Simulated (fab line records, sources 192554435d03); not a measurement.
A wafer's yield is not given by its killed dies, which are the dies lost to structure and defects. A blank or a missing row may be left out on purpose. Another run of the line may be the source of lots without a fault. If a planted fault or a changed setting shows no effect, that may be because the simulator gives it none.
A lot that was struck, set against a sound lot / flow n5 finfet / 16 out of 1938 route steps
Sound: the wafers L405.1, L405.2, L405.4. Struck: wafer L402.3. (L402.5, L402.6 of the same lot were not struck and are left out.) The cause comes at the end.
For every step that has rows: the tool of each side, followed by ch and its chambers, followed by its first start. Under that, the readings that differ: sound wafers / struck wafers / difference of the means / sigmas: that difference in standard deviations of wafers without a fault.
alike: readings with means less than 2 such deviations apart, plus words and numbers identical on both sides. not compared: withheld readings, readings lacking a value on some wafer, bounds such as >300 that could conceal the same value, and numbers that have no deviation in the record and whose values overlap.
A row with sigmas, a row that says differs or no value, or rows on one side alone: a step with any of these is where the two part. Numbers that don't overlap but have no deviation are shown without sigmas and don't part them. Lack of a reading on every wafer of one side parts them only where that side has two or more wafers.

first, 5 steps without rows for these wafers: N5_BEOL_M2_EBR_24; N5_BEOL_M2_SOFTBAKE_23 (time 60 s); N5_BEOL_M2_EXPOSE_25 (exposes mask V1, defocus 5 nm); N5_BEOL_M2_PEB_26 (peb time 60 s); N5_BEOL_M2_DEVELOP_27 (develop time 30 s).
N5_BEOL_M2_CD_MEAS_28: target cd 26.2 nm, target cd y 24.1 nm.
  sound on cd sem-02 ch 0, day 11 06:50; struck on cd sem-03 ch 0, day 10 09:11
  alike: cd nm
N5_BEOL_M2_OVL_MEAS_29:
  sound on overlay-02 ch 0, day 11 06:52; struck on overlay-01 ch 0, day 10 09:14
  alike: V1_OVL
N5_BEOL_M2_INSPECT_30: inspects for defects (brightfield).
  sound: defect inspect-02 at day 11 06:55; struck: defect inspect-02 at day 10 09:16
reading=raw defect count; sound=557 428 402; struck=276; difference=-186; sigmas=-2
N5_BEOL_M2_DESCUM_33: chemistry O2, time 7 s.
  sound on rie diel-01 ch 0,1,3, day 11 06:58; struck on rie diel-04 ch 1, day 10 09:40
  alike: drypump motor current A, oes product au, rf vpp V, showerhead plenum p Torr, throttle valve pct
  not compared: rf hours counter h
N5_BEOL_M2_ETCH_77: etches underlayer in N2/H2, target depth 6.5 nm, time 5.2 s.
  sound on rie diel-01 ch 0,1,3, day 11 06:59; struck on rie diel-04 ch 1, day 10 09:42
  alike: drypump motor current A, etch rf on time s, oes product au, rf vpp V, showerhead plenum p Torr, throttle valve pct
  not compared: rf hours counter h
N5_BEOL_M2_ETCH_69: etches SiARC in CF4, target depth 15.6 nm, time 26 s.
  sound on rie diel-01 ch 0,1,3, day 11 07:01; struck on rie diel-04 ch 1, day 10 09:43
  alike: drypump motor current A, etch rf on time s, oes product au, rf vpp V, showerhead plenum p Torr, throttle valve pct
  not compared: rf hours counter h
N5_BEOL_M2_ALD_98: deposits SiO2, target thk 2.5 nm, pulse time 1 s, co reactant pulse time 1 s.
  sound on ald sin-02 ch 0,1,2, day 11 07:05; struck on ald sin-02 ch 1, day 10 09:48
  alike: heater power w, precursor pulse height rel
N5_BEOL_M2_ETCHBACK_99: etches SiO2 in CHF3, target depth 5 nm, time 10.4 s.
  sound on rie diel-05 ch 0,1,2, day 11 07:23; struck on rie diel-04 ch 1, day 10 10:35
reading=model.CAR-EUV_of_BEOL_M2_COAT_22.thk nm (nm); sound=10.6 10.6 10.6; struck=10; difference=-1; sigmas=
  alike: CHF3_flow_sccm, drypump motor current A, oes product au, rf vpp V, showerhead plenum p Torr, throttle valve pct
  not compared: rf hours counter h
N5_BEOL_M2_ETCH_70: etches SOC in N2/H2, target depth 80 nm, overetch 24 nm, time 130 s.
  sound on rie diel-05 ch 0,1,2, day 11 07:25; struck on rie diel-04 ch 1, day 10 10:38
reading=throttle valve pct (%); sound=17.42 17.53 17.79; struck=18.15; difference=+0.57; sigmas=+2
  alike: drypump motor current A, oes product au, rf vpp V, showerhead plenum p Torr
  not compared: rf hours counter h
N5_BEOL_M4_RC_MEAS_101:
  sound on prober-02 ch 0, day 12 10:41; struck on prober-02 ch 0, day 11 09:20
reading=ION_N (uA/um); sound=679 693 691; struck=669; difference=-19; sigmas=-2
reading=SS_P (mV/dec); sound=74.8 73.5 74.3; struck=73.2; difference=-1.0; sigmas=-2
  alike: DIBL_N, DIBL_P, IOFF_N, IOFF_P, ION_P, SS_N, VT_N, VT_P
-- record jumps: 4 days separate the struck wafers' starts on either side; left off in module BEOL_M4, taken up again in module PASSIVATION, whose first shown step is the route's number 1936 --
N5_PASSIVATION_PROBE_49:
  sound: prober-01 at day 16 12:50; struck: prober-02 at day 15 20:49
  alike: defect limited yield, killed_at_M0_to_M3, killed_at_M4_up, killed at contacts, killed at front end, killed at other, killed dies, killed open, killed short, sort_bin_5_function, sort_bin_6_memory, sort n pass, sort yield pct

WHERE THEY PART
At N5_BEOL_M2_INSPECT_30 first; at N5_BEOL_M4_RC_MEAS_101 last (within this record only). Later steps at which nothing parts them and some readings are alike: N5_PASSIVATION_PROBE_49.

WHY: what the simulator had put in
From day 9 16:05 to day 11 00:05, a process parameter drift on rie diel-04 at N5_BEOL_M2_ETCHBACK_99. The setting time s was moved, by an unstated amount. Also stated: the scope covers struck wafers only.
